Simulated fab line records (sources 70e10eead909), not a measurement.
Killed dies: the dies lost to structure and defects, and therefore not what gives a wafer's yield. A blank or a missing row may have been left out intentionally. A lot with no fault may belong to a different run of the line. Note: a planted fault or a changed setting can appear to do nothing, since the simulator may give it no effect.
fab line records ; flow nandHarc
[record] lots = 6; wafers = 18; lastDay = 32
route steps=1302 shown A_ONON_D1@438 A_CHANNEL_HOLE_D1@450
lots with no fault: from the same line, run without faults
startH: hours from the record's opening day to when the first of the lot's shown wafers began ; waitH: hours since the lot's step before ; " identical to the entry in the row above ; L1.1+2: one row covering several wafers at once ; - no value, or no start given ; * or withheld: withheld ; < > ~ a bound
route shown NAME@n: a module of which the file shows steps, and the number in the route of the first ; usual: average and standard deviation across the fault-free wafers ; same: alike in all rows ; chamber/n: place in a boat ; sites: per-site readings ; _std_site: standard deviation across them ; _edge_site: outer sites' mean less inner sites' ; radiusMm: for every site, how far away it sits from the centre of the wafer ; mask NAME#n: copy n ; behind: the last tool/chamber to shape the wafer ; hold: what put the lot on hold/how long, in hours/how the hold closed ; device: the transistor (n, p or np) that didn't switch ; end of line: the tests these same wafers got at the end of their route ; where a step has no rows: the recipe by itself ; killed: dies that structure and defects cost at the first sort, which is not the same as the wafer's yield ; map: shows each die of a wafer: x if killed, . if not, _ if none is there
set.NAME: the setting the step ran with; set.NAME@STEP: the setting that earlier step ran with ; model.NAME: the simulator's own value behind a step, which no gauge read
a table for each step, a row for each wafer; lots at some steps of the route
services: the hour from which a tool's chamber was out of use, counted from the record's first day as startH (under 0 if before that day), plus the number of hours and why
[[steps]]
[step NHARC_A_ONON_D1_DEP_19]
[recipe] targetThkA = 10000; n2FlowSccm = 2750; n2oFlowSccm = 2000; nh3FlowSccm = 500; sih4FlowSccm = 210; tempC = 400
[step NHARC_A_ONON_D1_THK_MEAS_21]
[recipe] thkMeasGauge = ellipsometry
[usual] thkNm = 1000/7.4
lot.wafer;tool;chamber;startH;waitH;thkNm
L986.2;filmMetro-01;-;187.47;-;999
L986.3;filmMetro-01;-;187.47;-;998
L986.6;filmMetro-01;-;187.47;-;1000
L988.2;filmMetro-02;-;203.31;-;1004
L988.5;filmMetro-02;-;203.31;-;1004
L988.6;filmMetro-02;-;203.31;-;1003
L997.1;filmMetro-02;-;299.00;-;996
L997.3;filmMetro-02;-;299.00;-;996
L997.5;filmMetro-02;-;299.00;-;996
L100.1;filmMetro-01;-;330.99;-;1003
L100.5;filmMetro-01;-;330.99;-;1002
L100.6;filmMetro-01;-;330.99;-;1004
L103.1;filmMetro-02;-;350.89;-;1001
L103.2;filmMetro-02;-;350.89;-;1002
L103.4;filmMetro-02;-;350.89;-;1001
L106.4;filmMetro-01;-;381.11;-;990
L106.5;filmMetro-01;-;381.11;-;988
L106.6;filmMetro-01;-;381.11;-;989
[step NHARC_A_ONON_D1_DEP_22]
[recipe] targetThkA = 10000; n2FlowSccm = 2750; n2oFlowSccm = 2000; nh3FlowSccm = 500; sih4FlowSccm = 210; tempC = 400
[step NHARC_A_ONON_D1_THK_MEAS_24]
[recipe] thkMeasGauge = ellipsometry
[usual] thkNm = 996/11
lot.wafer;tool;chamber;startH;waitH;thkNm
L986.2;filmMetro-02;-;188.03;-;994
L986.3;filmMetro-02;-;188.03;-;993
L986.6;filmMetro-02;-;188.03;-;994
L988.2;filmMetro-01;-;203.88;-;981
L988.5;filmMetro-01;-;203.88;-;982
L988.6;filmMetro-01;-;203.88;-;982
L997.1;filmMetro-01;-;299.57;-;997
L997.3;filmMetro-01;-;299.57;-;997
L997.5;filmMetro-01;-;299.57;-;997
L100.1;filmMetro-02;-;331.56;-;1001
L100.5;filmMetro-02;-;331.56;-;1004
L100.6;filmMetro-02;-;331.56;-;1004
L103.1;filmMetro-02;-;351.46;-;994
L103.2;filmMetro-02;-;351.46;-;995
L103.4;filmMetro-02;-;351.46;-;994
L106.4;filmMetro-01;-;381.67;-;971
L106.5;filmMetro-01;-;381.67;-;970
L106.6;filmMetro-01;-;381.67;-;971
[step NHARC_A_ONON_D1_DEP_25]
[recipe] targetThkA = 10000; n2FlowSccm = 2750; n2oFlowSccm = 2000; nh3FlowSccm = 500; sih4FlowSccm = 210; tempC = 400
[step NHARC_A_ONON_D1_THK_MEAS_27]
[recipe] thkMeasGauge = ellipsometry
[usual] thkNm = 999/9.7
lot.wafer;tool;chamber;startH;waitH;thkNm
L986.2;filmMetro-02;-;188.60;-;994
L986.3;filmMetro-02;-;188.60;-;995
L986.6;filmMetro-02;-;188.60;-;995
L988.2;filmMetro-01;-;204.44;-;993
L988.5;filmMetro-01;-;204.44;-;992
L988.6;filmMetro-01;-;204.44;-;992
L997.1;filmMetro-01;-;300.13;-;989
L997.3;filmMetro-01;-;300.13;-;988
L997.5;filmMetro-01;-;300.13;-;987
L100.1;filmMetro-02;-;332.13;-;1010
L100.5;filmMetro-02;-;332.13;-;1008
L100.6;filmMetro-02;-;332.13;-;1010
L103.1;filmMetro-02;-;352.02;-;998
L103.2;filmMetro-02;-;352.02;-;997
L103.4;filmMetro-02;-;352.02;-;999
L106.4;filmMetro-01;-;382.24;-;1003
L106.5;filmMetro-01;-;382.24;-;1003
L106.6;filmMetro-01;-;382.24;-;1003
[step NHARC_A_ONON_D1_DEP_28]
[recipe] targetThkA = 10000; n2FlowSccm = 2750; n2oFlowSccm = 2000; nh3FlowSccm = 500; sih4FlowSccm = 210; tempC = 400
[step NHARC_A_ONON_D1_THK_MEAS_30]
[recipe] thkMeasGauge = ellipsometry
[usual] thkNm = 999/10
lot.wafer;tool;chamber;startH;waitH;thkNm
L986.2;filmMetro-02;-;189.17;-;997
L986.3;filmMetro-02;-;189.17;-;997
L986.6;filmMetro-02;-;189.17;-;999
L988.2;filmMetro-02;-;205.00;-;1001
L988.5;filmMetro-02;-;205.00;-;1000
L988.6;filmMetro-02;-;205.00;-;1001
L997.1;filmMetro-01;-;300.69;-;999
L997.3;filmMetro-01;-;300.69;-;998
L997.5;filmMetro-01;-;300.69;-;997
L100.1;filmMetro-02;-;332.70;-;1005
L100.5;filmMetro-02;-;332.70;-;1004
L100.6;filmMetro-02;-;332.70;-;1003
L103.1;filmMetro-01;-;352.58;-;995
L103.2;filmMetro-01;-;352.58;-;996
L103.4;filmMetro-01;-;352.58;-;996
L106.4;filmMetro-01;-;382.80;-;1005
L106.5;filmMetro-01;-;382.80;-;1007
L106.6;filmMetro-01;-;382.80;-;1005
[step NHARC_A_ONON_D1_DEP_33]
[recipe] targetThkA = 2000; tempC = 400; pressureTorr = 6.5; rfW = 900; teosFlowSccm = 161.4; flowSccm = 2650; targetThkNm = 200; gas = O2; material = SiO2
[usual] heaterPowerW = 606/72; rfFwdPowerW = 898.4/2.6; throttleValvePct = 16.1/0.48
lot.wafer;tool;chamber;startH;waitH;heaterPowerW;rfFwdPowerW;throttleValvePct
L986.2;pecvd-02;2;189.23;0.1;679;897.3;16.2
L986.3;pecvd-02;0;189.23;0.1;468;904.4;16.7
L986.6;pecvd-02;2;189.23;0.1;684;895.3;16.0
L988.2;pecvd-03;0;205.15;0.1;603;897.5;16.5
L988.5;pecvd-03;1;205.15;0.1;680;899.6;15.1
L988.6;pecvd-03;0;205.15;0.1;620;893.1;16.4
L997.1;pecvd-02;2;301.05;0.4;621;897.3;15.6
L997.3;pecvd-02;0;301.05;0.4;627;897.6;16.1
L997.5;pecvd-02;0;301.05;0.4;627;901.7;16.0
L100.1;pecvd-04;2;332.80;0.1;515;901.6;16.1
L100.6;pecvd-04;1;332.80;0.1;627;902.2;16.1
L100.5;pecvd-04;2;332.80;0.1;536;899.1;16.4
L103.2;pecvd-04;0;352.64;0.1;538;895.4;16.3
L103.1;pecvd-04;2;352.64;0.1;554;897.7;16.0
L103.4;pecvd-04;2;352.64;0.1;550;899.6;16.1
L106.6;pecvd-04;2;382.99;0.2;552;897.1;15.9
L106.4;pecvd-04;0;382.99;0.2;599;899.7;16.3
L106.5;pecvd-04;1;382.99;0.2;706;899.9;16.2
[step NHARC_A_ONON_D1_THK_MEAS_34]
[recipe] thkMeasGauge = ellipsometry
[usual] thkNm = 200.3/2.4
lot.wafer;tool;chamber;startH;waitH;thkNm
L986.2;filmMetro-01;-;189.65;-;197.5
L986.3;filmMetro-01;-;189.65;-;198.5
L986.6;filmMetro-01;-;189.65;-;201.0
L988.2;filmMetro-02;-;205.47;-;201.0
L988.5;filmMetro-02;-;205.47;-;201.7
L988.6;filmMetro-02;-;205.47;-;207.7
L997.1;filmMetro-02;-;301.42;-;199.9
L997.3;filmMetro-02;-;301.42;-;202.3
L997.5;filmMetro-02;-;301.42;-;203.4
L100.1;filmMetro-01;-;333.20;-;199.7
L100.5;filmMetro-01;-;333.20;-;206.0
L100.6;filmMetro-01;-;333.20;-;202.7
L103.1;filmMetro-02;-;353.05;-;197.2
L103.2;filmMetro-02;-;353.05;-;198.1
L103.4;filmMetro-02;-;353.05;-;198.1
L106.4;filmMetro-01;-;383.28;-;201.1
L106.5;filmMetro-01;-;383.28;-;203.5
L106.6;filmMetro-01;-;383.28;-;206.2
[step NHARC_A_ONON_D1_INSPECT_32]
[usual] rawDefectCount = 70/25
lot.wafer;tool;chamber;startH;waitH;rawDefectCount
L986.2;defectInspect-02;-;189.73;0.0;164
L986.3;defectInspect-02;-;189.73;0.0;102
L986.6;defectInspect-02;-;189.73;0.0;108
L988.2;defectInspect-02;-;205.53;0.0;74
L988.5;defectInspect-02;-;205.53;0.0;62
L988.6;defectInspect-02;-;205.53;0.0;51
L997.1;defectInspect-01;-;301.48;0.0;64
L997.3;defectInspect-01;-;301.48;0.0;68
L997.5;defectInspect-01;-;301.48;0.0;100
L100.1;defectInspect-02;-;333.26;0.0;93
L100.5;defectInspect-02;-;333.26;0.0;47
L100.6;defectInspect-02;-;333.26;0.0;79
L103.1;defectInspect-02;-;353.12;0.0;67
L103.2;defectInspect-02;-;353.12;0.0;56
L103.4;defectInspect-02;-;353.12;0.0;42
L106.4;defectInspect-02;-;383.34;0.0;78
L106.5;defectInspect-02;-;383.34;0.0;63
L106.6;defectInspect-02;-;383.34;0.0;86
[step NHARC_A_CHANNEL_HOLE_D1_DEP_00]
[recipe] targetThkA = 31000; tempC = 400; material = aC
[usual] throttleValvePct = 35.000/0.0092
lot.wafer;tool;chamber;startH;waitH;throttleValvePct
L986.2;aclDep-03;0;190.11;0.4;35.005
L986.3;aclDep-03;0;190.11;0.4;35.005
L986.6;aclDep-03;0;190.11;0.4;35.014
L986.2;aclDep-02;0;193.03;2.6;35.009
L986.3;aclDep-02;0;193.03;2.6;35.004
L986.6;aclDep-02;0;193.03;2.6;34.999
L988.2;aclDep-01;0;213.89;8.4;35.009
L988.5;aclDep-01;0;213.89;8.4;35.009
L988.6;aclDep-01;0;213.89;8.4;35.019
L988.2;aclDep-02;0;217.76;3.5;35.000
L988.5;aclDep-02;0;217.76;3.5;34.997
L988.6;aclDep-02;0;217.76;3.5;35.009
L997.1;aclDep-02;0;305.60;4.1;35.010
L997.3;aclDep-02;0;305.60;4.1;35.001
L997.5;aclDep-02;0;305.60;4.1;35.006
L100.1;aclDep-03;0;333.62;0.4;35.002
L100.5;aclDep-03;0;334.87;1.6;34.993
L100.6;aclDep-03;0;334.87;1.6;34.991
L103.1;aclDep-02;0;353.18;0.1;35.003
L103.2;aclDep-02;0;353.18;0.1;34.993
L103.4;aclDep-02;0;353.18;0.1;34.990
L106.4;aclDep-03;0;385.12;1.8;35.007
L106.5;aclDep-03;0;385.12;1.8;35.005
L106.6;aclDep-03;0;385.12;1.8;35.004
[step NHARC_A_CHANNEL_HOLE_D1_DEP_01]
[recipe] targetThkA = 1400; targetThkNm = 140; tempC = 400; pressureTorr = 3.5; flowSccm = 200; rfW = 350; material = SiON
[usual] heaterPowerW = 812/65; rfFwdPowerW = 348.8/1.2
lot.wafer;tool;chamber;startH;waitH;heaterPowerW;rfFwdPowerW
L986.2;pecvd-02;1;194.75;1.4;850;350.3
L986.3;pecvd-02;2;194.75;1.4;873;350.0
L986.6;pecvd-02;1;194.75;1.4;886;349.7
L988.2;pecvd-02;0;219.36;1.3;766;348.6
L988.5;pecvd-02;0;219.36;1.3;759;350.4
L988.6;pecvd-02;2;219.36;1.3;788;349.9
L997.3;pecvd-02;1;307.50;1.0;909;350.4
L997.1;pecvd-02;2;307.50;1.0;870;348.4
L997.5;pecvd-02;2;307.50;1.0;877;349.9
L100.1;pecvd-02;2;335.51;1.6;862;349.1
L100.6;pecvd-02;0;335.51;1.6;814;348.5
L100.5;pecvd-02;1;335.51;1.6;802;350.5
L103.1;pecvd-02;2;355.14;1.6;846;348.7
L103.2;pecvd-02;0;355.14;1.6;729;348.9
L103.4;pecvd-02;0;355.14;1.6;729;349.8
L106.5;pecvd-01;2;386.17;0.4;883;347.1
L106.6;pecvd-01;0;386.17;0.4;715;350.7
L106.4;pecvd-01;1;386.17;0.4;898;347.5
[[services]]
tool;chamber;startH;hours;kind
pecvd-04;-;177.19;2.2;repair
pecvd-03;-;185.00;13.0;pm
aclDep-01;-;186.31;13.0;pm
aclDep-03;-;192.80;10.8;repair
pecvd-03;2;212.01;2.9;repair
aclDep-01;-;223.88;8.1;repair
pecvd-02;-;227.73;13.0;pm
pecvd-02;0;227.73;13.0;ventCycle
pecvd-02;1;227.73;13.0;ventCycle
pecvd-02;2;227.73;13.0;ventCycle
pecvd-02;0;240.73;-;clean
pecvd-01;0;244.33;8.0;repair
pecvd-03;0;246.28;14.8;repair
aclDep-02;-;248.77;13.0;pm
pecvd-02;-;260.28;3.9;repair
pecvd-03;-;260.54;40.8;repair
pecvd-04;1;267.62;12.7;repair
pecvd-04;-;269.00;13.0;pm
aclDep-03;-;300.01;13.0;pm
pecvd-01;-;311.00;13.0;pm
pecvd-01;-;330.75;0.5;repair
pecvd-04;-;362.97;1.0;repair
pecvd-03;-;366.00;13.0;pm
aclDep-01;-;368.16;13.0;pm
[[key]]
[firstSign] step = NHARC_A_CHANNEL_HOLE_D1_DEP_00; reading = visit; direction = added
effect none on later readings
metAt NHARC_A_CHANNEL_HOLE_D1_DEP_00
struckWafers L986.2,L986.3,L986.6,L988.2,L988.5,L988.6
laterRowsLeftOut L986.2,L986.3,L986.6,L988.2,L988.5,L988.6
sortLeftOut L986.2,L986.3,L986.6,L988.2,L988.5,L988.6
testerLeftOut L986,L988
[fault] kind = repeatedStepWhole; tool = aclDep-01,aclDep-02,aclDep-03; chamber = -; onsetH = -; steps = NHARC_A_CHANNEL_HOLE_D1_DEP_00; times = 1; scope = struckLotsOnly
// testerLeftOut: of these lots the tester's yield and bins aren't shown, on N5 and GAA mostly nor the transistor test; their killed dies are dies lost to structure and defects alone, not to doping, threshold or leakage, so they don't give the yield
// sortLeftOut: the simulated sort isn't trusted on such a fault, so these wafers' sort isn't shown, and their yield isn't known
// laterRowsLeftOut: the simulator's readings of these wafers behind a module that went badly wrong aren't trusted and aren't shown, but for the sort
